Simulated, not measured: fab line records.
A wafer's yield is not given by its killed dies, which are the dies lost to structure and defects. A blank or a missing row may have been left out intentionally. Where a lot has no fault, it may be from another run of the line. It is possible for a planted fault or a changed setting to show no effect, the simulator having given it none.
Chamber matching    flow n5-finfet    cvd-co-01 running N5_BEOL_M5_PRE_CLEAN_77: 3 sister chambers
The step time 15 s. 3 wafers are shown with their chamber, then 12 later ones without.

## WAFERS WITH THEIR CHAMBER
wafer   chamber  heater-power-w (W)
L087.5  0        113
L088.2  1        117
L088.5  2        91

## WAFERS WHOSE CHAMBER IS MISSING
wafer   heater-power-w (W)
L089.1  111
L089.2  118
L089.4  118
L091.3  111
L091.4  90
L091.6  112
L095.1  115
L095.2  119
L095.3  91
L097.1  92
L097.3  122
L097.6  115

## WHICH CHAMBER EACH ONE RAN IN
wafer   from the rows above      in truth
L089.1  can't be placed: 0 or 1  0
L089.2  can't be placed: 1 or 0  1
L089.4  can't be placed: 1 or 0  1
L091.3  can't be placed: 0 or 1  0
L091.4  2                        2
L091.6  can't be placed: 0 or 1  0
L095.1  can't be placed: 0 or 1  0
L095.2  can't be placed: 1 or 0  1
L095.3  2                        2
L097.1  2                        2
L097.3  can't be placed: 1 or 0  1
L097.6  can't be placed: 0 or 1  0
Correctly placed: 3 of 12. Unplaceable from these rows: 9, with the true chamber sitting among the candidates in 9. Number placed wrongly: 0.
How it was worked out, from the rows above alone: a wafer's distance from a chamber is the root of the sum, over the readings, of the square of ((its reading less the chamber's mean) divided by the reading's scatter). If the next closest chamber is less than 2 further off than the closest, the wafer can't be placed; otherwise it belongs to the closest. Each chamber's mean is taken over the wafers shown for it. The scatter (one wafer shown for each chamber): square how far every hidden wafer sits from the nearest shown wafer, average those squares and take the square root.
